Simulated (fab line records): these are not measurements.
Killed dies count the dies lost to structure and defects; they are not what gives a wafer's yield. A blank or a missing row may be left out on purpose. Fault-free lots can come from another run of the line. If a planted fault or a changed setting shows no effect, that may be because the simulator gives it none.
Which tool did it? | flow nand-harc | 24 lots with 72 wafers sampled at 6 steps, on a route of 1159 steps

WHAT EACH GAUGE READ, for each wafer
The record lacks any reading of a measuring or inspecting step that a usual standard deviation could be used to judge.

WHICH TOOL RAN EACH LOT (tool, then ch and the chambers of the sampled wafers, then the start)
lot  | NHARC_A_STAIRCASE_ETCH_25                   | NHARC_A_STAIRCASE_TRIM_193                    | NHARC_A_STAIRCASE_TRIM_202                    | NHARC_A_STAIRCASE_ETCH_203                    | NHARC_A_STAIRCASE_ETCH_221                  | NHARC_A_STAIRCASE_ETCH_227
L075 | rie-diel-09 ch 0,1,3, no start              | rie-diel-09 ch 0,1,2, no start                | rie-diel-02 ch 0,1,2, no start                | rie-diel-02 ch 0,2,3, no start                | rie-diel-02 ch 0,1,3, no start              | rie-diel-02 ch 0,2,3, no start
L074 | rie-diel-02 ch 1,2, no start                | rie-diel-03 ch 1,2,3, no start                | rie-diel-03 ch 0,1,2, no start                | rie-diel-03 ch 0,1, no start                  | rie-diel-03 ch 2,3, no start                | rie-diel-03 ch 0,2,3, no start
L077 | rie-diel-03 ch 0,1, no start                | rie-diel-09 ch 0,2,3, no start                | rie-diel-03 ch 0,2,3, no start                | rie-diel-03 ch 0,1,3, no start                | rie-diel-03 ch 0,1,3, no start              | rie-diel-03 ch 0,2,3, no start
L076 | rie-diel-02 ch 0,1,2, no start              | rie-diel-02 ch 0,1, no start                  | rie-diel-02 ch 0,3, no start                  | rie-diel-02 ch 0,3, no start                  | rie-diel-03 ch 0,2,3, no start              | rie-diel-03 ch 1,2, no start
L079 | rie-diel-02 ch 2,3, no start                | rie-diel-02 ch 1,2, no start                  | rie-diel-03 ch 1,2,3, no start                | rie-diel-03 ch 1,2,3, no start                | rie-diel-02 ch 0,1,3, no start              | rie-diel-02 ch 2,3, no start
L078 | rie-diel-02 ch 0,1, no start                | rie-diel-02 ch 0,2,3, no start                | rie-diel-02 ch 1,2,3, no start                | rie-diel-02 ch 0,1,2, no start                | rie-diel-09 ch 0,3, no start                | rie-diel-09 ch 1,2,3, no start
L081 | rie-diel-03 ch 0,1,2, no start              | rie-diel-03 ch 0,1,3, no start                | rie-diel-02 ch 0,1,3, no start                | rie-diel-02 ch 0,1,3, no start                | rie-diel-03 ch 1,2,3, no start              | rie-diel-03 ch 0,1,2, no start
L080 | rie-diel-02 ch 1,2, no start                | rie-diel-03 ch 2,3, no start                  | rie-diel-09 ch 1,2,3, no start                | rie-diel-09 ch 0,1,3, no start                | rie-diel-09 ch 1,2,3, no start              | rie-diel-09 ch 0,1,2, no start
L083 | rie-diel-09 ch 2,3, no start                | rie-diel-09 ch 0,1,2, no start                | rie-diel-09 ch 0,2, no start                  | rie-diel-09 ch 1,2,3, no start                | rie-diel-03 ch 0,1,2, no start              | rie-diel-03 ch 1,2,3, no start
L082 | rie-diel-02 ch 0,1,2, no start              | rie-diel-03 ch 2,3, no start                  | rie-diel-02 ch 0,2,3, no start                | rie-diel-02 ch 0,1,3, no start                | rie-diel-02 ch 0,1, no start                | rie-diel-02 ch 0,1, no start
L084 | rie-diel-03 ch 1,2,3, no start              | rie-diel-03 ch 0,2,3, no start                | rie-diel-02 ch 0,1, no start                  | rie-diel-02 ch 0,3, no start                  | rie-diel-03 ch 0,1,3, no start              | rie-diel-03 ch 1,2, no start
L085 | rie-diel-09 ch 0,3, no start                | rie-diel-02 ch 0,2, no start                  | rie-diel-02 ch 0,1,2, no start                | rie-diel-02 ch 1,2, no start                  | rie-diel-09 ch 0,1, no start                | rie-diel-09 ch 0,2,3, no start
L086 | rie-diel-03 ch 0,1,2, no start              | rie-diel-02 ch 1,2,3, no start                | rie-diel-03 ch 1,2,3, no start                | rie-diel-03 ch 0,1,3, no start                | rie-diel-03 ch 0,1,3, no start              | rie-diel-03 ch 0,2,3, no start
L088 | rie-diel-02 ch 0,3, day 14 16:11 or earlier | rie-diel-09 ch 0,2,3, day 14 16:11 or earlier | rie-diel-02 ch 0,2,3, day 14 16:11 or earlier | rie-diel-02 ch 0,1,3, day 14 16:11 or earlier | rie-diel-02 ch 1,2, day 14 16:11 or earlier | rie-diel-03 ch 0,2,3, day 14 16:11
L087 | rie-diel-03 ch 1,2,3, no start              | rie-diel-02 ch 0,2, no start                  | rie-diel-02 ch 0,1,2, no start                | rie-diel-02 ch 1,3, no start                  | rie-diel-09 ch 1,3, no start                | rie-diel-09 ch 0,2,3, no start
L090 | rie-diel-09 ch 0,1,3, no start              | rie-diel-03 ch 1,2, no start                  | rie-diel-03 ch 1,2,3, no start                | rie-diel-03 ch 0,3, no start                  | rie-diel-02 ch 1,2, no start                | rie-diel-02 ch 1,2, no start
L089 | rie-diel-03 ch 1,2,3, no start              | rie-diel-09 ch 1,2, no start                  | rie-diel-03 ch 0,2, no start                  | rie-diel-03 ch 0,1,3, no start                | rie-diel-09 ch 0,2,3, no start              | rie-diel-09 ch 0,1,3, no start
L091 | rie-diel-03 ch 0,2,3, no start              | rie-diel-09 ch 1,2,3, no start                | rie-diel-09 ch 0,1, no start                  | rie-diel-09 ch 0,1,2, no start                | rie-diel-03 ch 0,1,2, no start              | rie-diel-03 ch 2,3, no start
L092 | rie-diel-09 ch 1,2,3, no start              | rie-diel-03 ch 0,2,3, no start                | rie-diel-03 ch 2,3, no start                  | rie-diel-03 ch 2,3, no start                  | rie-diel-09 ch 0,1,3, no start              | rie-diel-09 ch 1,2,3, no start
L093 | rie-diel-09 ch 0,2, no start                | rie-diel-02 ch 0,2,3, no start                | rie-diel-03 ch 1,2,3, no start                | rie-diel-03 ch 2,3, no start                  | rie-diel-09 ch 1,3, no start                | rie-diel-09 ch 0,3, no start
L094 | rie-diel-09 ch 0,2,3, no start              | rie-diel-02 ch 1,2,3, no start                | rie-diel-02 ch 0,2,3, no start                | rie-diel-02 ch 0,1,3, no start                | rie-diel-03 ch 0,2,3, no start              | rie-diel-03 ch 0,1,3, no start
L095 | rie-diel-02 ch 2,3, no start                | rie-diel-09 ch 0,2,3, no start                | rie-diel-03 ch 1,3, no start                  | rie-diel-03 ch 0,1,2, no start                | rie-diel-02 ch 1,2,3, no start              | rie-diel-02 ch 0,3, no start
L096 | rie-diel-03 ch 0,3, no start                | rie-diel-02 ch 0,1,2, no start                | rie-diel-03 ch 1,2,3, no start                | rie-diel-03 ch 0,1,3, no start                | rie-diel-03 ch 1,3, no start                | rie-diel-03 ch 2,3, no start
L097 | rie-diel-09 ch 0,1,2, no start              | rie-diel-03 ch 0,1,2, no start                | rie-diel-03 ch 0,2, no start                  | rie-diel-03 ch 0,1,3, no start                | rie-diel-09 ch 0,2,3, no start              | rie-diel-09 ch 0,2, no start
- NHARC_A_STAIRCASE_ETCH_25: etches the open film in C4F8/O2, target depth 100 nm, time 40.5 s.
- NHARC_A_STAIRCASE_TRIM_193: chemistry O2, time 211.2 s.
- NHARC_A_STAIRCASE_TRIM_202: chemistry O2, time 211.2 s.
- NHARC_A_STAIRCASE_ETCH_203: etches the open film in C4F8/O2, target depth 100 nm, time 40.5 s.
- NHARC_A_STAIRCASE_ETCH_221: etches the open film in C4F8/O2, target depth 100 nm, time 40.5 s.
- NHARC_A_STAIRCASE_ETCH_227: etches the open film in C4F8/O2, target depth 100 nm, time 40.5 s.

WHAT THE TOOLS THEMSELVES READ (means of the sampled wafers that have a number; where no wafer has one, the mark that the record gives instead)
NHARC_A_STAIRCASE_ETCH_25. Usual: oes-product-au 0.943 a.u., standard deviation 0.012; rf-vpp-V 896 V, standard deviation 6.7.
lot  | tool        | oes-product-au (a.u.) | rf-vpp-V (V) | flag
L075 | rie-diel-09 | 0.951                 | 898          |
L074 | rie-diel-02 | 0.927                 | 900          |
L077 | rie-diel-03 | 0.949                 | 889          |
L076 | rie-diel-02 | 0.931                 | 899          |
L079 | rie-diel-02 | 0.944                 | 895          |
L078 | rie-diel-02 | 0.924                 | 897          |
L081 | rie-diel-03 | 0.952                 | 895          |
L080 | rie-diel-02 | 0.933                 | 901          |
L083 | rie-diel-09 | 0.950                 | 900          |
L082 | rie-diel-02 | 0.943                 | 900          |
L084 | rie-diel-03 | 0.948                 | 894          |
L085 | rie-diel-09 | 0.943                 | 895          |
L086 | rie-diel-03 | 0.939                 | 895          |
L088 | rie-diel-02 | 0.947                 | 891          |
L087 | rie-diel-03 | 0.947                 | 893          |
L090 | rie-diel-09 | 0.946                 | 898          |
L089 | rie-diel-03 | 0.940                 | 893          |
L091 | rie-diel-03 | 0.966                 | 895          |
L092 | rie-diel-09 | 0.941                 | 901          |
L093 | rie-diel-09 | 0.943                 | 892          |
L094 | rie-diel-09 | 0.961                 | 897          |
L095 | rie-diel-02 | 0.949                 | 894          |
L096 | rie-diel-03 | 0.935                 | 890          |
L097 | rie-diel-09 | 0.950                 | 895          |

NHARC_A_STAIRCASE_TRIM_193. Usual: drypump-motor-current-A 5.7 A, standard deviation 0.31; mfc-ar-sccm 0.014 sccm, standard deviation 0.017; oes-product-au 1.001 a.u., standard deviation 0.011; rf-vpp-V 57.7 V, standard deviation 0.95; showerhead-plenum-p-Torr 3.52 Torr, standard deviation 0.18; throttle-valve-pct 17.037 %, standard deviation 0.0088.
lot  | tool        | drypump-motor-current-A (A) | mfc-ar-sccm (sccm) | oes-product-au (a.u.) | rf-vpp-V (V) | showerhead-plenum-p-Torr (Torr) | throttle-valve-pct (%) | flag
L075 | rie-diel-09 | 5.5                         | 0.025              | 1.010                 | 58.2         | 3.54                            | 17.042                 |
L074 | rie-diel-03 | 5.7                         | 0.007              | 1.002                 | 57.9         | 3.48                            | 17.030                 |
L077 | rie-diel-09 | 5.8                         | 0.011              | 1.008                 | 57.1         | 3.57                            | 17.030                 |
L076 | rie-diel-02 | 5.7                         | 0.011              | 0.986                 | 58.0         | 3.55                            | 17.037                 |
L079 | rie-diel-02 | 5.7                         | 0.001              | 0.985                 | 58.2         | 3.64                            | 17.043                 |
L078 | rie-diel-02 | 5.8                         | 0.011              | 0.995                 | 58.7         | 3.56                            | 17.041                 |
L081 | rie-diel-03 | 5.7                         | 0.021              | 0.999                 | 57.0         | 3.34                            | 17.044                 |
L080 | rie-diel-03 | 5.6                         | 0.000              | 1.000                 | 57.7         | 3.64                            | 17.030                 |
L083 | rie-diel-09 | 5.5                         | 0.025              | 1.001                 | 57.6         | 3.54                            | 17.051                 |
L082 | rie-diel-03 | 5.6                         | 0.000              | 1.011                 | 57.9         | 3.63                            | 17.039                 |
L084 | rie-diel-03 | 5.6                         | 0.014              | 1.002                 | 57.6         | 3.50                            | 17.037                 |
L085 | rie-diel-02 | 5.9                         | 0.011              | 1.001                 | 57.5         | 3.70                            | 17.035                 |
L086 | rie-diel-02 | 5.7                         | 0.000              | 0.991                 | 58.3         | 3.56                            | 17.030                 |
L088 | rie-diel-09 | 5.8                         | 0.011              | 1.010                 | 57.8         | 3.56                            | 17.025                 |
L087 | rie-diel-02 | 5.8                         | 0.021              | 1.005                 | 57.6         | 3.61                            | 17.039                 |
L090 | rie-diel-03 | 5.6                         | 0.014              | 1.006                 | 57.3         | 3.45                            | 17.037                 |
L089 | rie-diel-09 | 5.5                         | 0.036              | 1.000                 | 57.7         | 3.59                            | 17.035                 |
L091 | rie-diel-09 | 5.7                         | 0.025              | 0.994                 | 57.9         | 3.66                            | 17.033                 |
L092 | rie-diel-03 | 5.6                         | 0.014              | 0.999                 | 57.3         | 3.49                            | 17.033                 |
L093 | rie-diel-02 | 5.8                         | 0.011              | 0.993                 | 58.3         | 3.55                            | 17.039                 |
L094 | rie-diel-02 | 5.7                         | 0.000              | 1.002                 | 58.0         | 3.55                            | 17.038                 |
L095 | rie-diel-09 | 5.8                         | 0.011              | 1.006                 | 58.4         | 3.55                            | 17.036                 |
L096 | rie-diel-02 | 5.8                         | 0.011              | 0.995                 | 57.6         | 3.61                            | 17.038                 |
L097 | rie-diel-03 | 5.4                         | 0.021              | 1.011                 | 57.6         | 3.48                            | 17.035                 |

NHARC_A_STAIRCASE_TRIM_202. Usual: drypump-motor-current-A 5.7 A, standard deviation 0.32; mfc-ar-sccm 0.011 sccm, standard deviation 0.016; oes-product-au 0.999 a.u., standard deviation 0.011; rf-vpp-V 57.7 V, standard deviation 0.86; showerhead-plenum-p-Torr 3.52 Torr, standard deviation 0.19; throttle-valve-pct 17.036 %, standard deviation 0.0089.
lot  | tool        | drypump-motor-current-A (A) | mfc-ar-sccm (sccm) | oes-product-au (a.u.) | rf-vpp-V (V) | showerhead-plenum-p-Torr (Torr) | throttle-valve-pct (%) | flag
L075 | rie-diel-02 | 5.8                         | 0.011              | 0.994                 | 57.6         | 3.63                            | 17.038                 |
L074 | rie-diel-03 | 5.4                         | 0.021              | 1.011                 | 57.2         | 3.50                            | 17.032                 |
L077 | rie-diel-03 | 5.6                         | 0.014              | 1.006                 | 57.1         | 3.51                            | 17.041                 |
L076 | rie-diel-02 | 5.7                         | 0.021              | 1.011                 | 57.2         | 3.48                            | 17.033                 |
L079 | rie-diel-03 | 5.7                         | 0.007              | 1.008                 | 57.6         | 3.47                            | 17.040                 |
L078 | rie-diel-02 | 5.7                         | 0.000              | 0.985                 | 58.3         | 3.56                            | 17.035                 |
L081 | rie-diel-02 | 5.7                         | 0.011              | 0.991                 | 58.5         | 3.48                            | 17.037                 |
L080 | rie-diel-09 | 5.7                         | 0.025              | 0.991                 | 58.0         | 3.68                            | 17.028                 |
L083 | rie-diel-09 | 5.6                         | 0.011              | 1.015                 | 56.9         | 3.43                            | 17.039                 |
L082 | rie-diel-02 | 5.8                         | 0.011              | 1.001                 | 56.8         | 3.55                            | 17.038                 |
L084 | rie-diel-02 | 5.7                         | 0.011              | 0.990                 | 58.3         | 3.54                            | 17.032                 |
L085 | rie-diel-02 | 5.7                         | 0.011              | 1.000                 | 57.9         | 3.62                            | 17.034                 |
L086 | rie-diel-03 | 5.7                         | 0.007              | 1.005                 | 57.8         | 3.47                            | 17.037                 |
L088 | rie-diel-02 | 5.8                         | 0.011              | 1.000                 | 58.0         | 3.55                            | 17.028                 |
L087 | rie-diel-02 | 5.8                         | 0.011              | 0.993                 | 57.7         | 3.62                            | 17.028                 |
L090 | rie-diel-03 | 5.7                         | 0.007              | 1.001                 | 57.8         | 3.46                            | 17.035                 |
L089 | rie-diel-03 | 5.3                         | 0.028              | 1.010                 | 58.1         | 3.52                            | 17.033                 |
L091 | rie-diel-09 | 5.3                         | 0.027              | 0.999                 | 57.5         | 3.56                            | 17.041                 |
L092 | rie-diel-03 | 5.9                         | 0.000              | 0.998                 | 57.1         | 3.47                            | 17.037                 |
L093 | rie-diel-03 | 5.8                         | 0.007              | 0.998                 | 58.5         | 3.46                            | 17.035                 |
L094 | rie-diel-02 | 5.8                         | 0.011              | 1.001                 | 57.8         | 3.54                            | 17.036                 |
L095 | rie-diel-03 | 6.0                         | 0.007              | 0.995                 | 57.2         | 3.30                            | 17.030                 |
L096 | rie-diel-03 | 5.8                         | 0.007              | 1.003                 | 57.3         | 3.45                            | 17.034                 |
L097 | rie-diel-03 | 5.2                         | 0.028              | 1.008                 | 57.5         | 3.52                            | 17.048                 |

NHARC_A_STAIRCASE_ETCH_203. Usual: oes-product-au 0.941 a.u., standard deviation 0.013; rf-vpp-V 895 V, standard deviation 6.6.
lot  | tool        | oes-product-au (a.u.) | rf-vpp-V (V) | flag
L075 | rie-diel-02 | 0.935                 | 896          |
L074 | rie-diel-03 | 0.944                 | 889          |
L077 | rie-diel-03 | 0.953                 | 889          |
L076 | rie-diel-02 | 0.932                 | 895          |
L079 | rie-diel-03 | 0.936                 | 894          |
L078 | rie-diel-02 | 0.925                 | 900          |
L081 | rie-diel-02 | 0.941                 | 895          |
L080 | rie-diel-09 | 0.951                 | 899          |
L083 | rie-diel-09 | 0.944                 | 901          |
L082 | rie-diel-02 | 0.938                 | 895          |
L084 | rie-diel-02 | 0.942                 | 894          |
L085 | rie-diel-02 | 0.921                 | 900          |
L086 | rie-diel-03 | 0.946                 | 888          |
L088 | rie-diel-02 | 0.932                 | 895          |
L087 | rie-diel-02 | 0.935                 | 890          |
L090 | rie-diel-03 | 0.953                 | 889          |
L089 | rie-diel-03 | 0.949                 | 888          |
L091 | rie-diel-09 | 0.950                 | 896          |
L092 | rie-diel-03 | 0.944                 | 899          |
L093 | rie-diel-03 | 0.929                 | 900          |
L094 | rie-diel-02 | 0.945                 | 894          |
L095 | rie-diel-03 | 0.946                 | 895          |
L096 | rie-diel-03 | 0.953                 | 889          |
L097 | rie-diel-03 | 0.944                 | 888          |

NHARC_A_STAIRCASE_ETCH_221. Usual: oes-product-au 0.944 a.u., standard deviation 0.015; rf-vpp-V 895 V, standard deviation 6.6.
lot  | tool        | oes-product-au (a.u.) | rf-vpp-V (V) | flag
L075 | rie-diel-02 | 0.936                 | 894          |
L074 | rie-diel-03 | 0.952                 | 900          |
L077 | rie-diel-03 | 0.957                 | 890          |
L076 | rie-diel-03 | 0.948                 | 895          |
L079 | rie-diel-02 | 0.918                 | 895          |
L078 | rie-diel-09 | 0.933                 | 900          |
L081 | rie-diel-03 | 0.925                 | 894          |
L080 | rie-diel-09 | 0.934                 | 900          |
L083 | rie-diel-03 | 0.953                 | 894          |
L082 | rie-diel-02 | 0.953                 | 897          |
L084 | rie-diel-03 | 0.961                 | 889          |
L085 | rie-diel-09 | 0.950                 | 897          |
L086 | rie-diel-03 | 0.938                 | 888          |
L088 | rie-diel-02 | 0.929                 | 901          |
L087 | rie-diel-09 | 0.943                 | 902          |
L090 | rie-diel-02 | 0.940                 | 901          |
L089 | rie-diel-09 | 0.942                 | 896          |
L091 | rie-diel-03 | 0.929                 | 894          |
L092 | rie-diel-09 | 0.956                 | 898          |
L093 | rie-diel-09 | 0.949                 | 902          |
L094 | rie-diel-03 | 0.958                 | 895          |
L095 | rie-diel-02 | 0.945                 | 897          |
L096 | rie-diel-03 | 0.953                 | 887          |
L097 | rie-diel-09 | 0.932                 | 897          |

NHARC_A_STAIRCASE_ETCH_227. Usual: oes-product-au 0.944 a.u., standard deviation 0.013; rf-vpp-V 895 V, standard deviation 6.9.
lot  | tool        | oes-product-au (a.u.) | rf-vpp-V (V) | flag
L075 | rie-diel-02 | 0.938                 | 897          |
L074 | rie-diel-03 | 0.944                 | 896          |
L077 | rie-diel-03 | 0.955                 | 895          |
L076 | rie-diel-03 | 0.950                 | 894          |
L079 | rie-diel-02 | 0.930                 | 900          |
L078 | rie-diel-09 | 0.929                 | 902          |
L081 | rie-diel-03 | 0.954                 | 894          |
L080 | rie-diel-09 | 0.946                 | 896          |
L083 | rie-diel-03 | 0.947                 | 894          |
L082 | rie-diel-02 | 0.954                 | 897          |
L084 | rie-diel-03 | 0.954                 | 893          |
L085 | rie-diel-09 | 0.953                 | 897          |
L086 | rie-diel-03 | 0.948                 | 895          |
L088 | rie-diel-03 | 0.921                 | 895          |
L087 | rie-diel-09 | 0.954                 | 896          |
L090 | rie-diel-02 | 0.935                 | 902          |
L089 | rie-diel-09 | 0.934                 | 898          |
L091 | rie-diel-03 | 0.942                 | 893          |
L092 | rie-diel-09 | 0.958                 | 901          |
L093 | rie-diel-09 | 0.948                 | 894          |
L094 | rie-diel-03 | 0.949                 | 887          |
L095 | rie-diel-02 | 0.953                 | 893          |
L096 | rie-diel-03 | 0.939                 | 899          |
L097 | rie-diel-09 | 0.947                 | 892          |

THE ANSWER, worked out from the rows above alone
Rule: a lot is off if the mean of its wafers that have a number lies more than 3 standard deviations from the usual mean. Also off: a lot with no number at a reading for which 4 or more lots have one. Any other lot the step has rows for is counted as sound. After the gauges, taken in route order, come the tools' own readings; for these a lot's mean is taken, as printed above. The first step at which some lot is off is used, and at that step the reading that is off furthest; a lot without a number counts as furthest.
No lot is off at any reading shown: from this, nothing can be told.

WHAT THE SIMULATOR PUT IN
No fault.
